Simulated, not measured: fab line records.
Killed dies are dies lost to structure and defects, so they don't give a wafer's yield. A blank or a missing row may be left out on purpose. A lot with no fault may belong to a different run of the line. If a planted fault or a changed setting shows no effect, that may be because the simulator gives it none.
What tool caused it? :: flow n5Finfet :: 24 wafers from 8 lots sampled at 7 of the route's 1938 steps

WHAT THE GAUGES READ, wafer by wafer
N5_BEOL_M11_OCD_MEAS_38. Usual: 148 nm for trenchDepthNm, sd 3.3.
lot: L987
measured: day 12 13:39
on: ocd-01
trenchDepthNm (nm): 150 144 147
flag: 

lot: L993
measured: day 13 14:07
on: ocd-02
trenchDepthNm (nm): 150 143 149
flag: 

lot: L994
measured: day 14 03:13
on: ocd-02
trenchDepthNm (nm): 149 144 150
flag: 

lot: L995
measured: day 14 09:24
on: ocd-02
trenchDepthNm (nm): 148 143 132
flag: 

lot: L101
measured: day 15 05:37
on: ocd-02
trenchDepthNm (nm): 131 149 148
flag: 

lot: L106
measured: day 17 04:30
on: ocd-01
trenchDepthNm (nm): 152 148 147
flag: 

lot: L107
measured: day 17 04:20
on: ocd-02
trenchDepthNm (nm): 148 141 151
flag: 

lot: L109
measured: day 17 21:46
on: ocd-01
trenchDepthNm (nm): 146 151 150
flag: 

N5_BEOL_M11_THK_MEAS_53: measures by xrf. Usual: M11_THK gives 139 nm (standard deviation 3.7).
lot: L987
measured: day 12 15:32
on: filmMetro-01
M11_THK (nm): 138 136 139
flag: 

lot: L993
measured: day 13 16:52
on: filmMetro-02
M11_THK (nm): 141 135 140
flag: 

lot: L994
measured: day 14 07:41
on: filmMetro-01
M11_THK (nm): 141 136 139
flag: 

lot: L995
measured: day 14 13:23
on: filmMetro-02
M11_THK (nm): 137 136 125
flag: 

lot: L101
measured: day 15 08:40
on: filmMetro-02
M11_THK (nm): 122 140 137
flag: 

lot: L106
measured: day 17 06:56
on: filmMetro-02
M11_THK (nm): 145 143 140
flag: 

lot: L107
measured: day 17 06:42
on: filmMetro-01
M11_THK (nm): 140 134 145
flag: 

lot: L109
measured: day 18 00:40
on: filmMetro-01
M11_THK (nm): 135 142 141
flag: 

N5_BEOL_M11_RS_MEAS_57: measurement is done with a four-point probe. Usual: M11_RS gives 0.152 ohm/sq (standard deviation 0.0043).
lot: L987
measured: day 12 15:40
on: filmMetro-01
M11_RS (ohm/sq): 0.152 0.156 0.151
flag: 

lot: L993
measured: day 13 16:59
on: filmMetro-01
M11_RS (ohm/sq): 0.150 0.157 0.151
flag: 

lot: L994
measured: day 14 07:49
on: filmMetro-01
M11_RS (ohm/sq): 0.150 0.155 0.150
flag: 

lot: L995
measured: day 14 13:30
on: filmMetro-02
M11_RS (ohm/sq): 0.155 0.157 0.172
flag: 

lot: L101
measured: day 15 08:48
on: filmMetro-01
M11_RS (ohm/sq): 0.175 0.151 0.154
flag: 

lot: L106
measured: day 17 07:04
on: filmMetro-02
M11_RS (ohm/sq): 0.146 0.149 0.151
flag: 

lot: L107
measured: day 17 06:50
on: filmMetro-01
M11_RS (ohm/sq): 0.152 0.159 0.148
flag: 

lot: L109
measured: day 18 00:47
on: filmMetro-02
M11_RS (ohm/sq): 0.156 0.147 0.148
flag: 

EACH LOT AND THE TOOL THAT RAN IT (in order: tool; ch and the chambers of the sampled wafers; start)
lot: L987
N5_BEOL_M11_STRIP_67: rieDiel-02 ch 0,1, day 12 09:41
N5_BEOL_M11_HM_OPEN_17: rieMetal-03 ch 1, day 12 09:44
N5_BEOL_M11_ETCH_66: rieDiel-02 ch 0,1,2, day 12 13:14
N5_BEOL_M11_TRENCH_ETCH_37: rieDiel-02 ch 0,1,2, day 12 13:28

lot: L993
N5_BEOL_M11_STRIP_67: rieDiel-04 ch 1,2, day 13 12:31
N5_BEOL_M11_HM_OPEN_17: rieMetal-01 ch 0,1, day 13 12:34
N5_BEOL_M11_ETCH_66: rieDiel-02 ch 2,3, day 13 13:42
N5_BEOL_M11_TRENCH_ETCH_37: rieDiel-02 ch 2,3, day 13 13:56

lot: L994
N5_BEOL_M11_STRIP_67: rieDiel-02 ch 2,3, day 13 23:10
N5_BEOL_M11_HM_OPEN_17: rieMetal-03 ch 1, day 13 23:12
N5_BEOL_M11_ETCH_66: rieDiel-04 ch 0,2,3, day 14 02:49
N5_BEOL_M11_TRENCH_ETCH_37: rieDiel-04 ch 0,2,3, day 14 03:02

lot: L995
N5_BEOL_M11_STRIP_67: rieDiel-02 ch 0,2,3, day 14 04:27
N5_BEOL_M11_HM_OPEN_17: rieMetal-03 ch 0,1, day 14 04:29
N5_BEOL_M11_ETCH_66: rieDiel-02 ch 0,1,2, day 14 08:59
N5_BEOL_M11_TRENCH_ETCH_37: rieDiel-02 ch 0,1,2, day 14 09:13

lot: L101
N5_BEOL_M11_STRIP_67: rieDiel-04 ch 0,1,3, day 15 04:08
N5_BEOL_M11_HM_OPEN_17: rieMetal-03 ch 0,1, day 15 04:11
N5_BEOL_M11_ETCH_66: rieDiel-02 ch 0,1,3, day 15 05:12
N5_BEOL_M11_TRENCH_ETCH_37: rieDiel-02 ch 0,1,3, day 15 05:26

lot: L106
N5_BEOL_M11_STRIP_67: rieDiel-04 ch 1,2, day 17 02:03
N5_BEOL_M11_HM_OPEN_17: rieMetal-02 ch 0,1, day 17 02:07
N5_BEOL_M11_ETCH_66: rieDiel-04 ch 0,1, day 17 04:05
N5_BEOL_M11_TRENCH_ETCH_37: rieDiel-04 ch 0,1, day 17 04:19

lot: L107
N5_BEOL_M11_STRIP_67: rieDiel-02 ch 1,2,3, day 17 03:10
N5_BEOL_M11_HM_OPEN_17: rieMetal-03 ch 0,1, day 17 03:12
N5_BEOL_M11_ETCH_66: rieDiel-06 ch 0,3, day 17 03:55
N5_BEOL_M11_TRENCH_ETCH_37: rieDiel-06 ch 0,3, day 17 04:09

lot: L109
N5_BEOL_M11_STRIP_67: rieDiel-02 ch 0,1, day 17 18:07
N5_BEOL_M11_HM_OPEN_17: rieMetal-01 ch 1, day 17 18:09
N5_BEOL_M11_ETCH_66: rieDiel-04 ch 0,1, day 17 21:21
N5_BEOL_M11_TRENCH_ETCH_37: rieDiel-04 ch 0,1, day 17 21:35
- N5_BEOL_M11_STRIP_67: strips in CF4.
- N5_BEOL_M11_HM_OPEN_17: chemistry Cl2/BCl3, target TiN, target depth 20 nm, overetch 6 nm.
- N5_BEOL_M11_ETCH_66: etches SOC in N2/H2, target depth 120 nm, overetch 24 nm, time 180 s.
- N5_BEOL_M11_TRENCH_ETCH_37: etches SiCOH lowk in C4F6/O2, target depth 148.83 nm, time 48 s.

AS READ BY THE TOOLS THEMSELVES (means over the sampled wafers that have a number; for cases with no such wafer, the mark the record gives instead)
N5_BEOL_M11_STRIP_67. Usual: drypumpMotorCurrentA 6.0 A, standard deviation 0.63; oesProductAu 0.78 a.u., standard deviation 0.06; rfVppV 270.9 V, standard deviation 1.4; showerheadPlenumPTorr 1.78 Torr, standard deviation 0.052; throttleValvePct 13.61 %, standard deviation 0.22.
lot: L987
tool: rieDiel-02
drypumpMotorCurrentA (A): 6.1
oesProductAu (a.u.): 0.76
rfVppV (V): 272.1
showerheadPlenumPTorr (Torr): 1.84
throttleValvePct (%): 13.42
flag: 

lot: L993
tool: rieDiel-04
drypumpMotorCurrentA (A): 5.2
oesProductAu (a.u.): 0.73
rfVppV (V): 269.5
showerheadPlenumPTorr (Torr): 1.73
throttleValvePct (%): 13.73
flag: 

lot: L994
tool: rieDiel-02
drypumpMotorCurrentA (A): 6.7
oesProductAu (a.u.): 0.78
rfVppV (V): 269.9
showerheadPlenumPTorr (Torr): 1.73
throttleValvePct (%): 13.76
flag: 

lot: L995
tool: rieDiel-02
drypumpMotorCurrentA (A): 6.2
oesProductAu (a.u.): 0.79
rfVppV (V): 270.1
showerheadPlenumPTorr (Torr): 1.75
throttleValvePct (%): 13.58
flag: 

lot: L101
tool: rieDiel-04
drypumpMotorCurrentA (A): 5.6
oesProductAu (a.u.): 0.81
rfVppV (V): 269.6
showerheadPlenumPTorr (Torr): 1.76
throttleValvePct (%): 13.66
flag: 

lot: L106
tool: rieDiel-04
drypumpMotorCurrentA (A): 5.2
oesProductAu (a.u.): 0.92
rfVppV (V): 272.4
showerheadPlenumPTorr (Torr): 1.86
throttleValvePct (%): 13.40
flag: 

lot: L107
tool: rieDiel-02
drypumpMotorCurrentA (A): 6.6
oesProductAu (a.u.): 0.74
rfVppV (V): 270.5
showerheadPlenumPTorr (Torr): 1.76
throttleValvePct (%): 13.67
flag: 

lot: L109
tool: rieDiel-02
drypumpMotorCurrentA (A): 5.7
oesProductAu (a.u.): 0.77
rfVppV (V): 271.6
showerheadPlenumPTorr (Torr): 1.81
throttleValvePct (%): 13.49
flag: 

N5_BEOL_M11_HM_OPEN_17. Usual: drypumpMotorCurrentA 5.5 A, standard deviation 0.36; oesProductAu 0.64 a.u., standard deviation 0.11; throttleValvePct 22.25 %, standard deviation 0.23.
lot: L987
tool: rieMetal-03
drypumpMotorCurrentA (A): 6.0
oesProductAu (a.u.): 0.65
throttleValvePct (%): 22.16
flag: 

lot: L993
tool: rieMetal-01
drypumpMotorCurrentA (A): 5.4
oesProductAu (a.u.): 0.58
throttleValvePct (%): 22.11
flag: 

lot: L994
tool: rieMetal-03
drypumpMotorCurrentA (A): 6.0
oesProductAu (a.u.): 0.64
throttleValvePct (%): 22.15
flag: 

lot: L995
tool: rieMetal-03
drypumpMotorCurrentA (A): 5.8
oesProductAu (a.u.): 0.71
throttleValvePct (%): 22.28
flag: 

lot: L101
tool: rieMetal-03
drypumpMotorCurrentA (A): 5.8
oesProductAu (a.u.): 0.70
throttleValvePct (%): 22.29
flag: 

lot: L106
tool: rieMetal-02
drypumpMotorCurrentA (A): 5.7
oesProductAu (a.u.): 0.80
throttleValvePct (%): 22.28
flag: 

lot: L107
tool: rieMetal-03
drypumpMotorCurrentA (A): 5.5
oesProductAu (a.u.): 0.73
throttleValvePct (%): 22.42
flag: 

lot: L109
tool: rieMetal-01
drypumpMotorCurrentA (A): 5.3
oesProductAu (a.u.): 0.57
throttleValvePct (%): 22.04
flag: 

N5_BEOL_M11_ETCH_66. Usual: drypumpMotorCurrentA is 5.9 A with standard deviation 0.61, h2FlowSccm is 199.9 sccm with standard deviation 0.64, oesProductAu is 0.62 a.u. with standard deviation 0.048, rfFwdPowerW is 836.5 W with standard deviation 2.5, rfVppV is 523.2 V with standard deviation 2.2, showerheadPlenumPTorr is 2.53 Torr with standard deviation 0.08, and throttleValvePct is 17.89 % with standard deviation 0.22.
lot: L987
tool: rieDiel-02
drypumpMotorCurrentA (A): 6.1
h2FlowSccm (sccm): 199.7
oesProductAu (a.u.): 0.64
rfFwdPowerW (W): 837.5
rfVppV (V): 524.4
showerheadPlenumPTorr (Torr): 2.56
throttleValvePct (%): 17.71
flag: 

lot: L993
tool: rieDiel-02
drypumpMotorCurrentA (A): 6.7
h2FlowSccm (sccm): 199.5
oesProductAu (a.u.): 0.63
rfFwdPowerW (W): 836.9
rfVppV (V): 521.0
showerheadPlenumPTorr (Torr): 2.46
throttleValvePct (%): 18.17
flag: 

lot: L994
tool: rieDiel-04
drypumpMotorCurrentA (A): 5.6
h2FlowSccm (sccm): 199.9
oesProductAu (a.u.): 0.62
rfFwdPowerW (W): 835.2
rfVppV (V): 520.9
showerheadPlenumPTorr (Torr): 2.43
throttleValvePct (%): 17.81
flag: 

lot: L995
tool: rieDiel-02
drypumpMotorCurrentA (A): 6.1
h2FlowSccm (sccm): 199.7
oesProductAu (a.u.): 0.62
rfFwdPowerW (W): 838.4
rfVppV (V): 523.1
showerheadPlenumPTorr (Torr): 2.56
throttleValvePct (%): 17.73
flag: 

lot: L101
tool: rieDiel-02
drypumpMotorCurrentA (A): 6.2
h2FlowSccm (sccm): 199.8
oesProductAu (a.u.): 0.62
rfFwdPowerW (W): 836.2
rfVppV (V): 524.2
showerheadPlenumPTorr (Torr): 2.56
throttleValvePct (%): 17.96
flag: 

lot: L106
tool: rieDiel-04
drypumpMotorCurrentA (A): 5.7
h2FlowSccm (sccm): 199.6
oesProductAu (a.u.): 0.66
rfFwdPowerW (W): 835.2
rfVppV (V): 522.5
showerheadPlenumPTorr (Torr): 2.49
throttleValvePct (%): 17.81
flag: 

lot: L107
tool: rieDiel-06
drypumpMotorCurrentA (A): 6.0
h2FlowSccm (sccm): 199.6
oesProductAu (a.u.): 0.63
rfFwdPowerW (W): 832.8
rfVppV (V): 524.4
showerheadPlenumPTorr (Torr): 2.55
throttleValvePct (%): 17.87
flag: 

lot: L109
tool: rieDiel-04
drypumpMotorCurrentA (A): 5.4
h2FlowSccm (sccm): 199.6
oesProductAu (a.u.): 0.64
rfFwdPowerW (W): 837.7
rfVppV (V): 522.6
showerheadPlenumPTorr (Torr): 2.52
throttleValvePct (%): 17.88
flag: 

N5_BEOL_M11_TRENCH_ETCH_37. Usual: drypumpMotorCurrentA 5.9 A, standard deviation 0.61; oes_f_703_au 0.77 a.u., standard deviation 0.064; oes_o_777_au 0.77 a.u., standard deviation 0.064; oesProductAu 0.77 a.u., standard deviation 0.065; rfFwdPowerW 341.6 W, standard deviation 1.6; rfVppV 667 V, standard deviation 12; showerheadPlenumPTorr 2.82 Torr, standard deviation 0.075; throttleValvePct 20.93 %, standard deviation 0.23.
lot: L987
tool: rieDiel-02
drypumpMotorCurrentA (A): 6.1
oes_f_703_au (a.u.): 0.79
oes_o_777_au (a.u.): 0.79
oesProductAu (a.u.): 0.78
rfFwdPowerW (W): 341.7
rfVppV (V): 665
showerheadPlenumPTorr (Torr): 2.85
throttleValvePct (%): 20.69
flag: 

lot: L993
tool: rieDiel-02
drypumpMotorCurrentA (A): 6.7
oes_f_703_au (a.u.): 0.77
oes_o_777_au (a.u.): 0.78
oesProductAu (a.u.): 0.78
rfFwdPowerW (W): 341.7
rfVppV (V): 665
showerheadPlenumPTorr (Torr): 2.76
throttleValvePct (%): 21.21
flag: 

lot: L994
tool: rieDiel-04
drypumpMotorCurrentA (A): 5.6
oes_f_703_au (a.u.): 0.75
oes_o_777_au (a.u.): 0.75
oesProductAu (a.u.): 0.76
rfFwdPowerW (W): 342.4
rfVppV (V): 665
showerheadPlenumPTorr (Torr): 2.74
throttleValvePct (%): 20.99
flag: 

lot: L995
tool: rieDiel-02
drypumpMotorCurrentA (A): 6.1
oes_f_703_au (a.u.): 0.70
oes_o_777_au (a.u.): 0.71
oesProductAu (a.u.): 0.75
rfFwdPowerW (W): 314.6
rfVppV (V): 699
showerheadPlenumPTorr (Torr): 2.84
throttleValvePct (%): 20.69
flag: OFF

lot: L101
tool: rieDiel-02
drypumpMotorCurrentA (A): 6.2
oes_f_703_au (a.u.): 0.70
oes_o_777_au (a.u.): 0.72
oesProductAu (a.u.): 0.75
rfFwdPowerW (W): 315.2
rfVppV (V): 709
showerheadPlenumPTorr (Torr): 2.83
throttleValvePct (%): 20.87
flag: OFF

lot: L106
tool: rieDiel-04
drypumpMotorCurrentA (A): 5.7
oes_f_703_au (a.u.): 0.82
oes_o_777_au (a.u.): 0.82
oesProductAu (a.u.): 0.82
rfFwdPowerW (W): 341.9
rfVppV (V): 673
showerheadPlenumPTorr (Torr): 2.80
throttleValvePct (%): 20.97
flag: 

lot: L107
tool: rieDiel-06
drypumpMotorCurrentA (A): 6.0
oes_f_703_au (a.u.): 0.77
oes_o_777_au (a.u.): 0.77
oesProductAu (a.u.): 0.77
rfFwdPowerW (W): 342.3
rfVppV (V): 669
showerheadPlenumPTorr (Torr): 2.86
throttleValvePct (%): 20.93
flag: 

lot: L109
tool: rieDiel-04
drypumpMotorCurrentA (A): 5.4
oes_f_703_au (a.u.): 0.81
oes_o_777_au (a.u.): 0.82
oesProductAu (a.u.): 0.81
rfFwdPowerW (W): 341.8
rfVppV (V): 670
showerheadPlenumPTorr (Torr): 2.82
throttleValvePct (%): 20.99
flag: 

THE ANSWER, worked out from the rows above alone
Rule: a lot counts as off when the mean over its wafers that have a number is more than 3 standard deviations away from the usual mean. Also off: a lot with no number at a reading for which 4 or more lots have one. All remaining lots with rows at the step are treated as sound. First the gauges in route order, then the tools' own readings, where a lot's mean is used as printed above. The first step at which some lot is off is used, and at that step the reading that is off furthest; a lot without a number counts as furthest.
Off at N5_BEOL_M11_TRENCH_ETCH_37 (rfFwdPowerW): L995, L101.
If a tool, at that step or one of the process steps before it, ran each lot that is off and ran no sound lot following the first of them, it fits. One fits: rieDiel-02 at N5_BEOL_M11_ETCH_66 and N5_BEOL_M11_TRENCH_ETCH_37. At N5_BEOL_M11_ETCH_66 its last sound lot is L993 (day 13 13:42), its first lot that is off L995 (day 14 08:59): a fault that began between those two fits.

WHAT HAD BEEN PUT IN BY THE SIMULATOR
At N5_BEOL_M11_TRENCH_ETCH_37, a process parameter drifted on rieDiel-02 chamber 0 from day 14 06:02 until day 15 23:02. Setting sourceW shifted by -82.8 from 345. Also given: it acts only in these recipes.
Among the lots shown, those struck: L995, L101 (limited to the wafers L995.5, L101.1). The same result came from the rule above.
